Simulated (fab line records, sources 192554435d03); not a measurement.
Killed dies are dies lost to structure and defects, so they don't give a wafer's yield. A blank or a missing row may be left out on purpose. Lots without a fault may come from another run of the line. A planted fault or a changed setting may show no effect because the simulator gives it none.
Split-lot experiment | flow n5_finfet | 7 lots, 21 wafers read, on a route of 1938 steps

THE SPLIT
At N5_BEOL_M12_COAT_04 (resist thk 400 nm), the setting spin_rpm was moved away from the recipe's 1625 rpm on 3 of the 21 wafers read, by -9.0% to +4.2%. The other wafers ran this setting at the recipe's value.

FROM THE SPLIT TO THE READING: what the file shows between them, 1 step
- N5_BEOL_M12_DESCUM_15: chemistry O2, time 7.9 s (also split here: time_s)

THE READING
coat_of_BEOL_M12_COAT_04.thk_nm (the simulator's own value, which no gauge read), in nm, at N5_BEOL_M12_ETCH_59 (etches BARC in N2/H2, target depth 89 nm, overetch 26.7 nm, time 67.9 s). The file gives no usual value for it. The 18 wafers here that ran the recipe average 317.3 nm, standard deviation 2.1 nm.

wafer  | tool, chamber at the split | spin_rpm as run, rpm | against the recipe | coat_of_BEOL_M12_COAT_04.thk_nm, nm | against lot-mates on the recipe
L078.3 | litho_track-04, 0          | 1625                 | recipe             | 317.2                               | -
L078.4 | litho_track-04, 0          | 1625                 | recipe             | 315                                 | -
L078.6 | litho_track-04, 0          | 1625                 | recipe             | 314.8                               | -
L080.1 | litho_track-05, 0          | 1479                 | -9.0%              | 340.8                               | +21.8
L080.2 | litho_track-05, 0          | 1625                 | recipe             | 317.2                               | -
L080.6 | litho_track-05, 0          | 1625                 | recipe             | 320.8                               | -
L082.1 | litho_track-05, 0          | 1625                 | recipe             | 317.6                               | -
L082.3 | litho_track-05, 0          | 1625                 | recipe             | 317.8                               | -
L082.6 | litho_track-05, 0          | 1625                 | recipe             | 318.4                               | -
L084.2 | litho_track-04, 0          | 1558                 | -4.1%              | 324.4                               | +8.5
L084.3 | litho_track-04, 0          | 1625                 | recipe             | 317.4                               | -
L084.4 | litho_track-04, 0          | 1625                 | recipe             | 314.4                               | -
L087.2 | litho_track-05, 0          | 1625                 | recipe             | 319.4                               | -
L087.3 | litho_track-05, 0          | 1625                 | recipe             | 319.8                               | -
L087.6 | litho_track-05, 0          | 1625                 | recipe             | 321.2                               | -
L094.2 | litho_track-05, 0          | 1625                 | recipe             | 314.6                               | -
L094.5 | litho_track-05, 0          | 1625                 | recipe             | 314.6                               | -
L094.3 | litho_track-05, 0          | 1693                 | +4.2%              | 308.2                               | -6.4
L093.1 | litho_track-01, 0          | 1625                 | recipe             | 316.2                               | -
L093.3 | litho_track-01, 0          | 1625                 | recipe             | 317.4                               | -
L093.6 | litho_track-01, 0          | 1625                 | recipe             | 316.8                               | -

THE FIT
A straight line over all 21 wafers: coat_of_BEOL_M12_COAT_04.thk_nm changes by -2.42 nm for each +1% of spin_rpm; r = -0.94; the points scatter about the line by 2.2 nm.
The same after taking each lot's own level away (the mean of its wafers on the recipe; 21 wafers): -2.22 nm for each +1%; r = -0.97; scatter 1.2 nm.
On that fit, the largest move of spin_rpm shifts the reading by 20 nm.
The lots' own levels span 314.60 to 320.13 nm, that is 2.7 times the standard deviation above.
So the lot-to-lot level changes the slope little: the two slopes agree.
Check: with one of the wafers moved furthest among these (-9.0%) left out of the fit, the line predicts +16.2 nm for it against its lot-mates. It came out at +21.8 nm against them.

OTHER SPLITS ON THESE WAFERS
These wafers also went through other splits before the reading. Each is held against what the fit with the lots' levels taken away leaves over:
other split on the same wafers | wafers away from the commonest value | r with coat_of_BEOL_M12_COAT_04.thk_nm (lot level and that fit taken away)
N5_BEOL_M10_EXPOSE_25 dose_mj  | 5                                    | -0.13
N5_BEOL_M11_EXPOSE_25 dose_mj  | 12                                   | -0.08
N5_BEOL_M11_ETCH_66 time_s     | 5                                    | -0.33
N5_BEOL_M12_DESCUM_15 time_s   | 9                                    | -0.22

THE WHOLE CHAIN: every reading that the file lists as answering this split, in the file's order
step                 | what it does                                                            | reading                                                                          | change (the file's fit)              | r (the file's)
N5_BEOL_M12_COAT_04  | resist thk 400 nm                                                       | coat_of_BEOL_M12_COAT_04.thk_nm (the simulator's own value, which no gauge read) | -2.08 nm for each +1% of the setting | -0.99
N5_BEOL_M12_ETCH_59  | etches BARC in N2/H2, target depth 89 nm, overetch 26.7 nm, time 67.9 s | coat_of_BEOL_M12_COAT_04.thk_nm (the simulator's own value, which no gauge read) | -2.24 nm for each +1% of the setting | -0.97
N5_BEOL_M12_STRIP_63 | strips in N2/H2                                                         | strip_time_to_endpoint_s                                                         | withheld for each +1% of the setting | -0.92

THE FILE'S OWN FIT
coat_of_BEOL_M12_COAT_04.thk_nm changes by -2.24 nm for each +1% of spin_rpm, r = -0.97.
